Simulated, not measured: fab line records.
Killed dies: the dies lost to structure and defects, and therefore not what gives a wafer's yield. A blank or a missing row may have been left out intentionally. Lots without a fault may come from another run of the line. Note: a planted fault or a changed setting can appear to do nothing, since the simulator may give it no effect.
Which tool did it? ; flow n5_finfet ; 31 wafers from 12 lots sampled at 4 of the route's 1938 steps

## WHAT THE GAUGES READ, wafer by wafer
N5_BEOL_M4_RC_MEAS_101. Usual: DIBL_N 35.1 mV/V, standard deviation 1.5; DIBL_P 35.2 mV/V, standard deviation 2; IOFF_N 0.146 nA/um, standard deviation 0.028; IOFF_P 0.20 nA/um, standard deviation 0.036; ION_N 670 uA/um, standard deviation 12; ION_P 462 uA/um, standard deviation 8.2; SS_N 71.2 mV/dec, standard deviation 0.63; SS_P 73.1 mV/dec, standard deviation 0.7; VT_N 250 mV, standard deviation 3.6; VT_P -251 mV, standard deviation 3.3.
lot;measured;on;DIBL_N (mV/V);DIBL_P (mV/V);IOFF_N (nA/um);IOFF_P (nA/um);ION_N (uA/um);ION_P (uA/um);SS_N (mV/dec);SS_P (mV/dec);VT_N (mV);VT_P (mV);flag
L705;day 8 00:46;prober-01;34.7 36.7 37.3;33.7 36.4 36.6;0.115 0.153 0.167;0.16 0.20 0.21;634 675 669;440 463 453;70.6 71.1 71.8;73.0 73.7 73.5;256 251 247;-254 -254 -252;
L708;day 8 23:31;prober-02;37.9 36.7 37.4;38.4 36.5 37.5;0.224 0.184 0.204;0.29 0.26 0.29;698 659 689;474 458 469;71.8 71.6 72.0;73.8 74.0 73.9;242 247 246;-245 -246 -245;
L709;day 8 23:44;prober-01;33.9 36.1 36.2;32.1 34.9 35.1;0.117 0.152 0.156;0.17 0.20 0.21;671 688 692;464 466 476;70.1 70.9 71.3;72.3 73.4 73.6;253 248 249;-250 -250 -247;
L710;day 9 02:35;prober-02;37.0 36.6;38.1 38.4;0.178 0.183;0.21 0.22;667 674;455 467;71.7 71.6;74.1 74.4;250 246;-252 -251;
L711;day 9 22:02;prober-02;33.5 37.4;34.3 39.3;0.117 0.196;0.17 0.26;660 680;457 465;71.1 72.9;72.3 73.2;255 248;-253 -249;
L721;day 12 06:50;prober-01;35.0 32.5 33.6;35.7 32.3 33.6;0.131 0.098 0.113;0.18 0.14 0.15;663 652 650;456 454 446;71.4 70.6 70.8;72.8 72.6 72.5;253 256 252;-252 -255 -256;
L722;day 12 08:22;prober-02;36.0 32.7;35.4 31.6;0.151 0.103;0.20 0.15;675 652;464 454;71.0 70.4;73.1 72.0;251 256;-251 -256;
L723;day 13 03:28;prober-02;33.3 35.9 33.4;32.2 36.0 32.5;0.128 0.176 0.126;0.20 0.25 0.20;673 685 666;473 478 467;70.5 70.3 70.4;72.3 73.8 72.7;248 243 249;-247 -244 -251;
L725;day 13 03:50;prober-01;32.4 32.4 35.7;31.6 31.9 36.2;0.116 0.120 0.183;0.19 0.19 0.26;656 666 680;460 462 475;70.9 71.7 71.9;71.7 72.3 73.1;254 252 246;-251 -249 -245;
L727;day 14 12:02;prober-01;33.1 32.8 33.7;32.6 33.5 33.0;0.103 0.110 0.116;0.15 0.17 0.16;657 664 670;456 464 451;70.5 70.8 70.2;71.4 72.8 72.3;257 253 253;-255 -253 -255;

## WHAT TOOL EACH LOT RAN ON (gives the tool, then ch and the chambers of the sampled wafers, and finally the start)
lot;N5_BEOL_M0_SAQP_STRIP_75;N5_BEOL_M0_STRIP_140;N5_BEOL_M0_WET_ETCH_106
L705;rie_diel-06 ch 0,3, day 5 22:33;rie_diel-03 ch 1,2,3, day 6 00:41;wet_bench-02 ch 3,5,6, day 6 00:47
L708;rie_diel-01 ch 2,3, day 6 11:38;rie_diel-03 ch 1,2, day 6 13:15;wet_bench-02 ch 0,4,7, day 6 13:20
L709;rie_diel-06 ch 0,1, day 6 13:37;rie_diel-03 ch 1,2, day 6 17:09;wet_bench-04 ch 0,2,5, day 6 17:14
L710;rie_diel-06 ch 0,1, day 6 23:27;rie_diel-02 ch 1,2, day 7 01:29;wet_bench-02 ch 5,7, day 7 01:34
L711;rie_diel-06 ch 0,2, day 7 04:40;rie_diel-03 ch 0,2, day 7 10:29;wet_bench-02 ch 5,6, day 7 10:34
L713;rie_diel-05 ch 0,1,3, day 7 15:12;rie_diel-02 ch 1,2,3, day 7 16:19;wet_bench-01 ch 5,6,7, day 7 16:25
L714;rie_diel-01 ch 3, day 7 22:30;rie_diel-04 ch 1, day 7 23:47;wet_bench-02 ch 7, day 7 23:52
L721;rie_diel-06 ch 1,2,3, day 9 20:57;rie_diel-03 ch 1,2, day 9 22:25;wet_bench-04 ch 2,3,7, day 9 22:31
L722;rie_diel-06 ch 1,2, day 9 22:02;rie_diel-03 ch 0,3, day 9 23:05;wet_bench-04 ch 0,2, day 9 23:11
L723;rie_diel-06 ch 1,2,3, day 10 15:25;rie_diel-03 ch 0,2, day 10 18:57;wet_bench-02 ch 0,4,6, day 10 19:02
L725;rie_diel-05 ch 0,1,3, day 10 17:37;rie_diel-02 ch 0,2,3, day 10 19:00;wet_bench-01 ch 3,5,7, day 10 19:07
L727;rie_diel-06 ch 1,3, day 11 08:10;rie_diel-02 ch 0,2,3, day 11 11:17;wet_bench-01 ch 3,5,6, day 11 11:22
- N5_BEOL_M0_SAQP_STRIP_75: strips in CF4.
- N5_BEOL_M0_STRIP_140: strips in CF4.
- N5_BEOL_M0_WET_ETCH_106: etches SiO2 in DHF, target depth 130 nm, rinse time 30 s.

## AS READ BY THE TOOLS THEMSELVES (means over the sampled wafers that have a number; for cases with no such wafer, the mark the record gives instead)
N5_BEOL_M0_SAQP_STRIP_75. Usual: drypump_motor_current_A 5.8 A, standard deviation 0.38; oes_product_au 0.179 a.u., standard deviation 0.022; rf_vpp_V 270.9 V, standard deviation 1.6; showerhead_plenum_p_Torr 1.79 Torr, standard deviation 0.061; throttle_valve_pct 13.73 %, standard deviation 0.28.
lot;tool;drypump_motor_current_A (A);oes_product_au (a.u.);rf_vpp_V (V);showerhead_plenum_p_Torr (Torr);throttle_valve_pct (%);flag
L705;rie_diel-06;5.6;0.179;269.6;1.73;13.76;
L708;rie_diel-01;5.9;0.163;269.6;1.76;13.79;
L709;rie_diel-06;6.0;0.172;271.3;1.81;13.88;
L710;rie_diel-06;5.8;0.168;271.7;1.79;13.91;
L711;rie_diel-06;5.6;0.164;269.8;1.71;14.09;
L713;rie_diel-05;5.9;0.172;271.3;1.81;13.67;
L714;rie_diel-01;5.9;0.153;272.0;1.76;14.01;
L721;rie_diel-06;6.0;0.180;271.3;1.78;13.84;
L722;rie_diel-06;6.0;0.166;270.7;1.79;14.07;
L723;rie_diel-06;6.0;0.175;270.4;1.77;13.86;
L725;rie_diel-05;5.8;0.186;271.9;1.81;13.51;
L727;rie_diel-06;6.1;0.181;271.6;1.82;13.77;

N5_BEOL_M0_STRIP_140. Usual: drypump_motor_current_A 5.7 A, standard deviation 0.42; oes_product_au 0.82 a.u., standard deviation 0.083; rf_vpp_V 270.4 V, standard deviation 1.6; showerhead_plenum_p_Torr 1.77 Torr, standard deviation 0.051; throttle_valve_pct 13.56 %, standard deviation 0.26.
lot;tool;drypump_motor_current_A (A);oes_product_au (a.u.);rf_vpp_V (V);showerhead_plenum_p_Torr (Torr);throttle_valve_pct (%);flag
L705;rie_diel-03;5.5;0.76;269.7;1.75;13.76;
L708;rie_diel-03;5.6;0.82;270.4;1.75;13.64;
L709;rie_diel-03;5.6;0.74;269.1;1.76;13.90;
L710;rie_diel-02;6.0;0.89;270.6;1.75;13.38;
L711;rie_diel-03;5.6;0.91;271.7;1.77;13.45;
L713;rie_diel-02;5.9;0.80;270.0;1.74;13.57;
L714;rie_diel-04;5.8;0.86;271.0;1.74;13.29;
L721;rie_diel-03;5.6;0.89;269.7;1.75;13.58;
L722;rie_diel-03;5.3;0.79;269.1;1.74;13.71;
L723;rie_diel-03;5.5;0.87;270.1;1.76;13.55;
L725;rie_diel-02;5.6;0.86;271.7;1.82;13.37;
L727;rie_diel-02;5.5;0.86;272.3;1.82;13.39;

N5_BEOL_M0_WET_ETCH_106. Usual: bath_heat_duty_pct 6.6 %, standard deviation 0.66; rinse_temp_c 23.01 C, standard deviation 0.1.
lot;tool;bath_heat_duty_pct (%);rinse_temp_c (C);flag
L705;wet_bench-02;5.9;23.07;
L708;wet_bench-02;6.7;22.93;
L709;wet_bench-04;6.2;23.03;
L710;wet_bench-02;6.1;22.98;
L711;wet_bench-02;6.0;22.99;
L713;wet_bench-01;-;-;OFF
L714;wet_bench-02;-;-;OFF
L721;wet_bench-04;7.1;22.99;
L722;wet_bench-04;6.8;23.12;
L723;wet_bench-02;7.3;23.00;
L725;wet_bench-01;6.5;22.93;
L727;wet_bench-01;7.1;22.98;

## THE ANSWER, worked out from the rows above alone
Rule: take the mean of a lot's wafers that have a number; if it is more than 3 standard deviations from the usual mean, the lot is off. A lot without any number at a reading at which 4 lots or more have one is off too. All remaining lots with rows at the step are treated as sound. After the gauges, taken in route order, come the tools' own readings; for these a lot's mean is taken, as printed above. The first step at which some lot is off is used, and at that step the reading that is off furthest; a lot without a number counts as furthest.
Off, at N5_BEOL_M0_WET_ETCH_106 on bath_heat_duty_pct: L713, L714. Without a number there: L713, L714.
A tool fits if, at that step or a process step before it, it ran every lot that is off, and no sound lot after the first of them. Not one of the candidates tried fits.

## WHAT THE SIMULATOR HAD INSERTED
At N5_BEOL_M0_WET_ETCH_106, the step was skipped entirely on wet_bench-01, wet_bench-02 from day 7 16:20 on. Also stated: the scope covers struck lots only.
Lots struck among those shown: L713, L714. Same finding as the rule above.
